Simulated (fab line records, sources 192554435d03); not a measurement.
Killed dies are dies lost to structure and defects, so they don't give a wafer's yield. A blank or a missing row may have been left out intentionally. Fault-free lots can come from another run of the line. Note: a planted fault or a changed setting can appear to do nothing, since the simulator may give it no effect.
fab line records + flow n5Finfet
record
- lots=13
- wafers=34
- lastDay=19
route steps=1938 shown BEOL_M6@1197 BEOL_M7@1264 PASSIVATION@1936
lots untouched by any fault: they come from a run of this same line in which no faults occurred
startH: the number of hours between the record's first day and the start of the first shown wafer of the lot + waitH: time in hours since the lot's previous step + " the same as in the row above + L1.1+2: a row that stands for several wafers + - no value, or no start was given + * or withheld: withheld + < > ~ a bound
route shown NAME@n: names a module that has steps shown in the file, with the first one's number in the route + usual: mean/standard deviation taken from wafers without a fault + same: alike in all rows + chamber/n: place in a boat + sites: each site's reading + _std_site: standard deviation of those values + _edge_site: inner sites' mean taken away from outer sites' mean + radiusMm: for every site, how far away it sits from the centre of the wafer + mask NAME#n: copy n + behind: tool/chamber where the wafer was last shaped + hold: cause of the lot's hold/its duration in hours/its outcome + device: transistor that didn't switch, given as n, p or np + end of line: at the end of the route, the tests of the same wafers + where a step has no rows: the recipe by itself + killed: count of dies lost to structure and defects at first sort (not the wafer's yield) + map: per-die view of a wafer (x killed, . not killed, _ where there is no die)
set.NAME: the setting as run; set.NAME@STEP: as run at that earlier step + model.NAME: the simulator's own value behind a step, which no gauge read
one table for each step of the route and one row for each wafer, over a sample of lots
services: the hour from which a tool's chamber was out of use, counted from the record's first day as startH (under 0 if before that day), plus the number of hours and why
## steps
# step N5_BEOL_M6_PECVD_70
# recipe
- material=SiO2
- targetThkA=200
- tempC=400
- precursor=TEOS/O2
- pressureTorr=5.5
- rfW=450
- teosFlowSccm=53.8
- gas=O2
- flowSccm=3000
- timeS=22.7
# usual
- heaterPowerW=801/130
- showerheadPlenumPTorr=8.80/0.054
- throttleValvePct=23.0/1.2
| lot.wafer | tool     | chamber | startH | waitH | heaterPowerW | showerheadPlenumPTorr | throttleValvePct |
|-----------|----------|---------|--------|-------|--------------|-----------------------|------------------|
| L172.2    | pecvd-03 | 2       | 194.25 | 0.0   | 789          | 8.80                  | 21.4             |
| L172.3    | "        | 0       | "      | "     | 703          | 8.87                  | 22.7             |
| L172.5    | "        | 1       | "      | "     | 663          | 8.83                  | 22.5             |
| L173.3    | pecvd-01 | 2       | 199.49 | 0.0   | 824          | 8.81                  | 21.9             |
| L173.4    | "        | 2       | "      | "     | 822          | 8.79                  | 21.7             |
| L175.1    | pecvd-03 | 2       | 242.72 | 0.0   | 726          | 8.81                  | 21.9             |
| L175.5    | "        | 0       | "      | "     | 658          | 8.87                  | 22.4             |
| L174.1    | pecvd-03 | 1       | 253.66 | 0.0   | 635          | 8.80                  | 22.4             |
| L174.5    | "        | 1       | "      | "     | 658          | 8.83                  | 22.5             |
| L174.6    | "        | 2       | "      | "     | 743          | 8.79                  | 21.7             |
| L181.1    | pecvd-01 | 1       | 254.90 | 0.0   | 913          | 8.81                  | 24.2             |
| L181.2    | "        | 2       | "      | "     | 842          | 8.78                  | 21.9             |
| L181.5    | "        | 1       | "      | "     | 944          | 8.78                  | 24.3             |
| L177.1    | pecvd-03 | 2       | 269.72 | 0.0   | 736          | 8.83                  | 22.0             |
| L177.2    | "        | 1       | "      | "     | 641          | 8.82                  | 22.8             |
| L177.3    | "        | 2       | "      | "     | 737          | 8.82                  | 21.7             |
| L184.2    | pecvd-04 | 1       | 292.61 | 0.0   | 662          | 8.84                  | 24.4             |
| L184.4    | "        | 2       | "      | "     | 871          | 8.72                  | 20.5             |
| L185.1    | pecvd-01 | 1       | 296.19 | 0.0   | 1023         | 8.78                  | 24.4             |
| L185.5    | "        | 0       | "      | "     | 778          | 8.87                  | 24.0             |
| L186.1    | pecvd-01 | 0       | 297.03 | 0.0   | 782          | 8.81                  | 23.9             |
| L186.4    | "        | 2       | "      | "     | 916          | 8.77                  | 21.9             |
| L188.1    | pecvd-01 | 0       | 337.42 | 0.0   | 720          | 8.84                  | 24.0             |
| L188.2    | "        | 1       | "      | "     | 1025         | 8.80                  | 24.4             |
| L188.4    | "        | 2       | "      | "     | 841          | 8.80                  | 21.7             |
| L192.1    | pecvd-04 | 2       | 339.03 | 0.0   | 795          | 8.71                  | 20.6             |
| L192.2    | "        | 1       | "      | "     | 592          | 8.84                  | 24.6             |
| L192.5    | "        | 1       | "      | "     | 595          | 8.86                  | 24.6             |
| L193.1    | pecvd-04 | 2       | 346.97 | 0.0   | 825          | 8.68                  | 20.9             |
| L193.5    | "        | 2       | "      | "     | 844          | 8.70                  | 20.6             |
| L193.6    | "        | 1       | "      | "     | 726          | 8.86                  | 24.4             |
| L194.3    | pecvd-01 | 0       | 362.22 | 0.0   | 743          | 8.84                  | 24.3             |
| L194.5    | "        | 1       | "      | "     | 997          | 8.77                  | 24.5             |
| L194.6    | "        | 2       | "      | "     | 945          | 8.81                  | 21.8             |
# step N5_BEOL_M6_CD_MEAS_35
# recipe
- targetCdNm=40
- targetCdYNm=28
- polarity=opening
# usual
- cdNm=40.4/0.79
| lot.wafer | tool     | chamber | startH | waitH | cdNm |
|-----------|----------|---------|--------|-------|------|
| L172.2    | cdSem-03 | -       | 198.00 | 0.0   | 39.7 |
| L172.3    | "        | -       | "      | "     | 41.6 |
| L172.5    | "        | -       | "      | "     | 40.4 |
| L173.3    | cdSem-01 | -       | 202.53 | 0.0   | 39.7 |
| L173.4    | "        | -       | "      | "     | 39.9 |
| L175.1    | cdSem-03 | -       | 247.48 | 0.0   | 41.9 |
| L175.5    | "        | -       | "      | "     | 41.8 |
| L181.1    | cdSem-02 | -       | 259.13 | 0.0   | 40.4 |
| L181.2    | "        | -       | "      | "     | 40.4 |
| L181.5    | "        | -       | "      | "     | 41.5 |
| L174.1    | cdSem-02 | -       | 259.20 | 0.0   | 42.8 |
| L174.5    | "        | -       | "      | "     | 42.0 |
| L174.6    | "        | -       | "      | "     | 41.1 |
| L177.1    | cdSem-03 | -       | 275.50 | 0.0   | 38.6 |
| L177.2    | "        | -       | "      | "     | 39.5 |
| L177.3    | "        | -       | "      | "     | 39.4 |
| L184.2    | cdSem-03 | -       | 298.75 | 0.0   | 40.6 |
| L184.4    | "        | -       | "      | "     | 40.8 |
| L185.1    | cdSem-02 | -       | 300.28 | 0.0   | 40.1 |
| L185.5    | "        | -       | "      | "     | 40.4 |
| L186.1    | cdSem-02 | -       | 300.69 | 0.0   | 39.4 |
| L186.4    | "        | -       | "      | "     | 40.9 |
| L188.1    | cdSem-02 | -       | 339.66 | 0.0   | 40.6 |
| L188.2    | "        | -       | "      | "     | 40.6 |
| L188.4    | "        | -       | "      | "     | 40.0 |
| L192.1    | cdSem-02 | -       | 345.77 | 0.0   | 39.6 |
| L192.2    | "        | -       | "      | "     | 39.8 |
| L192.5    | "        | -       | "      | "     | 39.6 |
| L193.1    | cdSem-01 | -       | 351.86 | 0.0   | 40.7 |
| L193.5    | "        | -       | "      | "     | 39.8 |
| L193.6    | "        | -       | "      | "     | 41.2 |
| L194.3    | cdSem-03 | -       | 366.30 | 0.0   | 39.8 |
| L194.5    | "        | -       | "      | "     | 40.6 |
| L194.6    | "        | -       | "      | "     | 41.1 |
# step N5_BEOL_M6_ANNEAL_51
# recipe
- tempC=225
- timeS=90
- ambient=N2
# usual
- wafer_temp_C_max=226.30/0.29
| lot.wafer | tool         | chamber | startH | waitH | wafer_temp_C_max |
|-----------|--------------|---------|--------|-------|------------------|
| L172.2    | rtpAnneal-02 | 0       | 199.47 | 0.1   | 226.20           |
| L172.3    | "            | 0       | "      | "     | 226.72           |
| L172.5    | "            | 0       | "      | "     | 226.36           |
| L173.3    | rtpAnneal-02 | 0       | 204.09 | 0.4   | 226.36           |
| L173.4    | "            | 0       | "      | "     | 226.53           |
| L175.1    | rtpAnneal-01 | 0       | 251.74 | 0.1   | 225.85           |
| L175.5    | "            | 0       | "      | "     | 225.64           |
| L181.1    | rtpAnneal-01 | 0       | 261.60 | 0.1   | 226.50           |
| L181.2    | "            | 0       | "      | "     | 226.07           |
| L181.5    | "            | 0       | "      | "     | 226.38           |
| L174.1    | rtpAnneal-02 | 0       | 261.80 | 0.3   | 226.44           |
| L174.5    | "            | 0       | "      | "     | 226.43           |
| L174.6    | "            | 0       | "      | "     | 226.08           |
| L177.1    | rtpAnneal-01 | 0       | 278.57 | 0.1   | 226.56           |
| L177.2    | "            | 0       | "      | "     | 226.57           |
| L177.3    | "            | 0       | "      | "     | 226.16           |
| L184.2    | rtpAnneal-01 | 0       | 300.72 | 0.2   | 226.30           |
| L184.4    | "            | 0       | "      | "     | 225.98           |
| L185.1    | rtpAnneal-01 | 0       | 303.54 | 0.2   | 226.20           |
| L185.5    | "            | 0       | "      | "     | 225.78           |
| L186.1    | rtpAnneal-02 | 0       | 303.83 | 0.5   | 226.20           |
| L186.4    | "            | 0       | "      | "     | 226.19           |
| L188.1    | rtpAnneal-01 | 0       | 341.47 | 0.2   | 226.28           |
| L188.2    | "            | 0       | "      | "     | 226.18           |
| L188.4    | "            | 0       | "      | "     | 226.20           |
| L192.1    | rtpAnneal-02 | 0       | 348.44 | 0.4   | 226.09           |
| L192.2    | "            | 0       | "      | "     | 226.32           |
| L192.5    | "            | 0       | "      | "     | 226.38           |
| L193.1    | rtpAnneal-02 | 0       | 355.13 | 0.7   | 226.28           |
| L193.5    | "            | 0       | "      | "     | 226.12           |
| L193.6    | "            | 0       | "      | "     | 227.04           |
| L194.3    | rtpAnneal-02 | 0       | 370.00 | 0.1   | 226.69           |
| L194.5    | "            | 0       | "      | "     | 226.23           |
| L194.6    | "            | 0       | "      | "     | 226.39           |
# step N5_BEOL_M6_CMP_52
# recipe
- stopOn=SiCOH_lowk
- tOverpolishS=6.9
- downForcePsi=1
- platenRpm=50
- clearingPlatenDownForcePsi=1.5
- clearingPlatenRpm=50
- postCmpClean=cuAlkaline
- targetThkNm=80
- clearingPlatenPadVelocityMS=0.99484
- padVelocityMS=0.99484
# usual
- barrierFieldEndpointS=28.9/0.77
- clearingPlatenDownForcePsi=1.500/0.0032
- motorCurrentA=6.2/0.69
| lot.wafer | tool   | chamber | startH | waitH | barrierFieldEndpointS | clearingPlatenDownForcePsi | motorCurrentA |
|-----------|--------|---------|--------|-------|-----------------------|----------------------------|---------------|
| L172.3    | cmp-03 | 3       | 199.75 | 0.2   | 28.6                  | 1.503                      | 6.0           |
| L172.2    | "      | 1       | "      | "     | 29.0                  | 1.499                      | 6.2           |
| L172.5    | "      | 0       | "      | "     | 28.5                  | 1.498                      | 6.5           |
| L173.3    | cmp-01 | 2       | 204.33 | 0.2   | 27.5                  | 1.504                      | 6.6           |
| L173.4    | "      | 3       | "      | "     | 28.4                  | 1.498                      | 6.1           |
| L175.1    | cmp-03 | 2       | 252.08 | 0.3   | 29.3                  | 1.502                      | 5.7           |
| L175.5    | "      | 1       | "      | "     | 29.8                  | 1.499                      | 6.3           |
| L181.1    | cmp-02 | 1       | 261.97 | 0.3   | 28.4                  | 1.501                      | 5.7           |
| L181.2    | "      | 2       | "      | "     | 28.0                  | 1.497                      | 4.9           |
| L181.5    | "      | 3       | "      | "     | 29.4                  | 1.500                      | 6.6           |
| L174.1    | cmp-01 | 0       | 262.09 | 0.3   | 20.3                  | 1.502                      | 6.0           |
| L174.5    | "      | 0       | "      | "     | 29.1                  | 1.501                      | 5.5           |
| L174.6    | "      | 1       | "      | "     | 29.4                  | 1.499                      | 7.3           |
| L177.1    | cmp-03 | 1       | 278.90 | 0.3   | 21.0                  | 1.498                      | 6.5           |
| L177.3    | "      | 2       | "      | "     | 29.2                  | 1.503                      | 5.6           |
| L177.2    | "      | 3       | "      | "     | 20.9                  | 1.505                      | 5.7           |
| L184.2    | cmp-02 | 2       | 300.97 | 0.2   | 28.5                  | 1.500                      | 5.1           |
| L184.4    | "      | 0       | "      | "     | 28.4                  | 1.498                      | 7.3           |
| L185.1    | cmp-02 | 0       | 303.95 | 0.4   | 26.7                  | 1.501                      | 7.8           |
| L185.5    | "      | 2       | "      | "     | 28.1                  | 1.501                      | 5.2           |
| L186.4    | cmp-03 | 0       | 304.13 | 0.1   | 28.2                  | 1.499                      | 6.6           |
| L186.1    | "      | 2       | "      | "     | 28.2                  | 1.496                      | 5.4           |
| L188.1    | cmp-01 | 0       | 341.77 | 0.3   | 30.9                  | 1.495                      | 5.6           |
| L188.4    | "      | 2       | "      | "     | 28.4                  | 1.502                      | 6.6           |
| L188.2    | "      | 3       | "      | "     | 28.0                  | 1.499                      | 6.2           |
| L192.2    | cmp-03 | 1       | 348.73 | 0.2   | 29.5                  | 1.503                      | 6.5           |
| L192.1    | "      | 0       | "      | "     | 28.1                  | 1.495                      | 6.8           |
| L192.5    | "      | 2       | "      | "     | 29.8                  | 1.496                      | 5.0           |
| L193.1    | cmp-02 | 0       | 355.44 | 0.3   | 28.9                  | 1.502                      | 7.3           |
| L193.6    | "      | 0       | "      | "     | 29.4                  | 1.501                      | 7.3           |
| L193.5    | "      | 1       | "      | "     | 29.0                  | 1.497                      | 5.7           |
| L194.3    | cmp-03 | 0       | 370.20 | 0.2   | 27.5                  | 1.499                      | 6.8           |
| L194.5    | "      | 0       | "      | "     | 27.2                  | 1.502                      | 6.6           |
| L194.6    | "      | 1       | "      | "     | 28.2                  | 1.500                      | 6.6           |
# step N5_BEOL_M7_CURE_74
# recipe
- tempC=385
- timeS=240
- ambient=He/Ar
- material=SiCOH_lowk
# usual
- lampPowerPct=52.32/0.058
- wafer_temp_C_max=387.0/0.58
| lot.wafer | tool      | chamber | startH | waitH | lampPowerPct | wafer_temp_C_max |
|-----------|-----------|---------|--------|-------|--------------|------------------|
| L172.2    | uvCure-03 | 2       | 200.41 | 0.1   | 52.33        | 387.8            |
| L172.3    | "         | 2       | "      | "     | 52.43        | 387.0            |
| L172.5    | "         | 2       | "      | "     | 52.42        | 387.7            |
| L173.3    | uvCure-03 | 2       | 205.05 | 0.2   | 52.29        | 386.8            |
| L173.4    | "         | 2       | "      | "     | 52.31        | 387.6            |
| L175.1    | uvCure-03 | 0       | 252.59 | 0.0   | 52.39        | 386.6            |
| L175.5    | "         | 0       | "      | "     | 52.36        | 386.3            |
| L181.1    | uvCure-03 | 1       | 262.91 | 0.5   | 52.33        | 387.2            |
| L181.2    | "         | 1       | "      | "     | 52.32        | 387.1            |
| L181.5    | "         | 1       | "      | "     | 52.33        | 387.3            |
| L174.1    | uvCure-01 | 0       | 263.10 | 0.5   | 52.27        | 385.5            |
| L174.5    | "         | 0       | "      | "     | 52.43        | 386.4            |
| L174.6    | "         | 0       | "      | "     | 52.41        | 386.2            |
| L177.1    | uvCure-01 | 2       | 279.48 | 0.1   | 52.34        | 387.7            |
| L177.2    | "         | 2       | "      | "     | 52.31        | 387.7            |
| L177.3    | "         | 2       | "      | "     | 52.21        | 387.5            |
| L184.2    | uvCure-03 | 0       | 301.61 | 0.1   | 52.27        | 386.8            |
| L184.4    | "         | 0       | "      | "     | 52.27        | 386.9            |
| L185.1    | uvCure-01 | 1       | 304.39 | 0.0   | 52.28        | 386.1            |
| L185.5    | "         | 1       | "      | "     | 52.32        | 385.9            |
| L186.1    | uvCure-02 | 0       | 304.68 | 0.0   | 52.39        | 386.7            |
| L186.4    | "         | 0       | "      | "     | 52.29        | 386.9            |
| L188.1    | uvCure-01 | 0       | 342.34 | 0.1   | 52.41        | 386.5            |
| L188.2    | "         | 0       | "      | "     | 52.32        | 386.2            |
| L188.4    | "         | 0       | "      | "     | 52.26        | 386.0            |
| L192.1    | uvCure-02 | 0       | 349.30 | 0.0   | 52.27        | 386.6            |
| L192.2    | "         | 0       | "      | "     | 52.35        | 387.1            |
| L192.5    | "         | 0       | "      | "     | 52.33        | 386.5            |
| L193.1    | uvCure-02 | 1       | 355.99 | 0.0   | 52.24        | 387.3            |
| L193.5    | "         | 1       | "      | "     | 52.28        | 387.1            |
| L193.6    | "         | 1       | "      | "     | 52.25        | 386.7            |
| L194.3    | uvCure-03 | 0       | 370.92 | 0.2   | 52.32        | 387.3            |
| L194.5    | "         | 0       | "      | "     | 52.28        | 386.8            |
| L194.6    | "         | 0       | "      | "     | 52.29        | 386.7            |
# step N5_PASSIVATION_PROBE_49
# usual
- defectLimitedYield=91.2/1.4
- killed_at_M0_to_M3=34/9.3
- killed_at_M4_up=14/5.9
- killedAtContacts=14/5.7
- killedAtFrontEnd=38/10
- killedAtOther=4/3.2
- killedDies=104/17
- killedOpen=67/13
- killedShort=33/6.9
- sort_bin_5_function=5.2/1
- sort_bin_6_memory=3.3/0.61
- sort_bin_8_speed=0.3/1.8
- sortNPass=1069/52
# same
- grossDies=1180
- killedAtBackSide=0
- sort_bin_4_leakage[%]=0
| lot.wafer | tool      | chamber | startH | waitH | defectLimitedYield[%] | killed_at_M0_to_M3 | killed_at_M4_up | killedAtContacts | killedAtFrontEnd | killedAtOther | killedDies | killedOpen | killedShort | sort_bin_5_function[%] | sort_bin_6_memory[%] | sort_bin_8_speed[%] | sortNPass |
|-----------|-----------|---------|--------|-------|-----------------------|--------------------|-----------------|------------------|------------------|---------------|------------|------------|-------------|------------------------|----------------------|---------------------|-----------|
| L173.3    | prober-01 | -       | 292.20 | 0.1   | 90.8                  | 37                 | 13              | 15               | 32               | 12            | 109        | 66         | 34          | 5.8                    | 3.1                  | 0                   | 1071      |
| L173.4    | prober-01 | -       | 292.25 | 0.2   | 90.5                  | 33                 | 10              | 26               | 39               | 4             | 112        | 68         | 40          | 6.3                    | 2.5                  | 18.6                | 848       |
| L177.3    | prober-01 | -       | 363.31 | 0.1   | 88.6                  | 31                 | 23              | 49               | 30               | 2             | 135        | 79         | 28          | 7.3                    | 3.9                  | 0                   | 1045      |
| L184.2    | prober-01 | -       | 380.75 | 0.1   | 89.0                  | 40                 | 14              | 17               | 45               | 14            | 130        | 84         | 34          | 7.9                    | 3.1                  | 0                   | 1050      |
| L184.4    | prober-01 | -       | 380.85 | 0.2   | 91.3                  | 43                 | 8               | 16               | 33               | 3             | 103        | 61         | 34          | 5.1                    | 3.5                  | 0                   | 1077      |
| L185.1    | prober-02 | -       | 398.61 | 0.0   | 93.0                  | 22                 | 17              | 10               | 31               | 3             | 83         | 63         | 18          | 4.2                    | 2.8                  | 0                   | 1097      |
| L185.5    | prober-02 | -       | 398.81 | 0.2   | 93.6                  | 19                 | 19              | 7                | 28               | 3             | 76         | 47         | 26          | 4.5                    | 1.8                  | 0                   | 1099      |
| L188.1    | prober-02 | -       | 428.36 | 0.0   | 90.1                  | 25                 | 15              | 13               | 58               | 6             | 117        | 74         | 43          | 5.7                    | 3.9                  | 0                   | 1063      |
| L188.2    | prober-02 | -       | 428.41 | 0.1   | 88.9                  | 31                 | 13              | 9                | 77               | 1             | 131        | 96         | 34          | 7.2                    | 3.7                  | 0                   | 1049      |
| L188.4    | prober-02 | -       | 428.51 | 0.2   | 91.9                  | 32                 | 9               | 5                | 49               | 1             | 96         | 63         | 32          | 5.2                    | 2.6                  | 0                   | 1084      |
# killed by level:class
L173.3 MOL_CONTACT_COAG:geometricParticle:open=11 BEOL_M0_SAQP:geometricParticle:open=9 FIN_SAQP:geometricParticle:short=8 BEOL_M0_SAQP:geometricParticle:short=8 FIN_SAQP:geometricParticle:open=6 BEOL_M1:geometricParticle:open=5 DUMMY_GATE:geometricParticle:open=4 BEOL_M0:geometricParticle:open=4
L173.4 MOL_CONTACT_COAG:geometricParticle:open=22 BEOL_M2:geometricParticle:open=11 GATE_CUT:geometricParticle:short=9 FIN_SAQP:geometricParticle:open=5 FIN_SAQP:geometricParticle:short=5 GATE_CUT:geometricParticle:open=5 BEOL_M0_SAQP:geometricParticle:short=5 MOL_CONTACT_COAG:geometricParticle:short=4
L177.3 MOL_CONTACT_COAG:areaEtch=25 MOL_CONTACT_COAG:geometricParticle:open=20 BEOL_M4:geometricParticle:open=13 FIN_SAQP:geometricParticle:open=8 FIN_SAQP:geometricParticle:short=6 BEOL_M0_SAQP:geometricParticle:short=6 BEOL_M0:geometricParticle:open=6 BEOL_M2:geometricParticle:open=6
L184.2 MOL_CONTACT_COAG:geometricParticle:open=14 FIN_SAQP:geometricParticle:open=12 BEOL_M1:geometricParticle:open=12 STI_FIN_REVEAL:geometricParticle:open=10 PASSIVATION:areaEtch=9 BEOL_M3:geometricParticle:open=8 GATE_CUT:geometricParticle:short=6 BEOL_M0_SAQP:geometricParticle:short=6
L184.4 MOL_CONTACT_COAG:geometricParticle:open=12 FIN_SAQP:geometricParticle:short=9 BEOL_M0_SAQP:geometricParticle:short=8 BEOL_M0_SAQP:geometricParticle:open=7 BEOL_M1:geometricParticle:open=7 BEOL_M3:geometricParticle:open=7 FIN_SAQP:geometricParticle:open=6 BEOL_M2:geometricParticle:open=6
L185.1 MOL_CONTACT_COAG:geometricParticle:open=9 BEOL_M2:geometricParticle:open=7 BEOL_M4:geometricParticle:open=7 STI_FIN_REVEAL:geometricParticle:open=6 BEOL_M1:geometricParticle:open=6 FIN_SAQP:geometricParticle:open=5 STARTING-WAFER:geometricParticle:short=4 DUMMY_GATE:geometricParticle:open=3
L185.5 STI_FIN_REVEAL:geometricParticle:open=10 BEOL_M4:geometricParticle:open=7 FIN_SAQP:geometricParticle:short=5 MOL_CONTACT_COAG:geometricParticle:open=5 BEOL_M2:geometricParticle:open=4 GATE_CUT:geometricParticle:short=3 BEOL_M0_SAQP:geometricParticle:short=3 BEOL_M3:geometricParticle:open=3
L188.1 STI_FIN_REVEAL:geometricParticle:open=20 MOL_CONTACT_COAG:geometricParticle:open=10 FIN_SAQP:geometricParticle:short=9 BEOL_M2:geometricParticle:open=7 BEOL_M4:geometricParticle:open=7 FIN_SAQP:geometricParticle:open=6 BEOL_M2:geometricParticle:short=6 GATE_CUT:geometricParticle:short=5
L188.2 STI_FIN_REVEAL:geometricParticle:open=49 STI_FIN_REVEAL:geometricParticle:short=11 MOL_CONTACT_COAG:geometricParticle:open=7 BEOL_M0_SAQP:geometricParticle:open=7 BEOL_M5:geometricParticle:open=7 BEOL_M2:geometricParticle:open=6 BEOL_M0_SAQP:geometricParticle:short=5 FIN_SAQP:geometricParticle:short=4
L188.4 STI_FIN_REVEAL:geometricParticle:open=16 FIN_SAQP:geometricParticle:open=8 BEOL_M0_SAQP:geometricParticle:short=7 BEOL_M0_SAQP:geometricParticle:open=7 STI_FIN_REVEAL:geometricParticle:short=5 GATE_CUT:geometricParticle:short=5 BEOL_M1:geometricParticle:open=4 FIN_SAQP:geometricParticle:short=3
## services
| tool      | chamber | startH | hours | kind   |
|-----------|---------|--------|-------|--------|
| uvCure-03 | -       | 170.33 | 7.5   | pm     |
| cmp-03    | -       | 173.83 | 1.4   | repair |
| cmp-03    | -       | 181.81 | 7.0   | pm     |
| uvCure-03 | -       | 183.44 | 1.0   | pm     |
| cmp-02    | -       | 198.67 | 9.0   | repair |
| uvCure-02 | -       | 199.83 | 6.7   | repair |
| cmp-02    | -       | 213.11 | 2.2   | repair |
| cmp-01    | -       | 216.58 | 4.6   | pm     |
| uvCure-01 | -       | 217.17 | 13.8  | repair |
| cmp-02    | -       | 224.69 | 1.6   | repair |
| cmp-03    | -       | 227.34 | 4.0   | pm     |
| cmp-01    | -       | 235.07 | 4.0   | pm     |
| cmp-03    | -       | 239.45 | 0.9   | repair |
| uvCure-03 | -       | 242.79 | 2.1   | pm     |
| cmp-01    | -       | 243.20 | 0.8   | repair |
| pecvd-03  | -       | 246.62 | 0.8   | repair |
| pecvd-04  | 2       | 262.03 | 15.0  | repair |
| cmp-02    | -       | 295.18 | 1.3   | repair |
| cmp-02    | -       | 305.50 | 7.7   | pm     |
| uvCure-03 | -       | 331.72 | 6.1   | repair |
| uvCure-01 | -       | 352.35 | 2.4   | repair |
| pecvd-01  | 1       | 355.77 | 5.0   | repair |
| uvCure-03 | -       | 359.77 | 7.5   | pm     |
| cmp-02    | -       | 370.34 | 6.5   | repair |
## key
firstSign
- step=N5_BEOL_M6_CMP_52
- reading=barrierFieldEndpointS
- direction=down
- sigmas=11
- usual=28.9
- struck=20.8
effect none on later readings
metAt N5_BEOL_M6_PECVD_70
struckLots L174,L177
struckWafers L174.1,L177.1,L177.2
baselineLoss
- step=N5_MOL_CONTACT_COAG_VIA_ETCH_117
- wafers=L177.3
notActingAt N5_BEOL_M6_CD_MEAS_35,N5_BEOL_M6_ANNEAL_51,N5_BEOL_M7_CURE_74
onsetBetween 242.72 253.66
fault
- kind=processParameterDrift
- tool=pecvd-03
- chamber=-
- onsetH=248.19
- steps=N5_BEOL_M6_PECVD_70
- channel=timeS
- offset=*
- shape=step
- endH=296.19
- scope=struckWafersOnly
- actsIn=*
- stated=*
# baselineLoss: these wafers lose ten dies or more at that step, a loss of the line's own and not of a fault; the sort's usual values leave them out
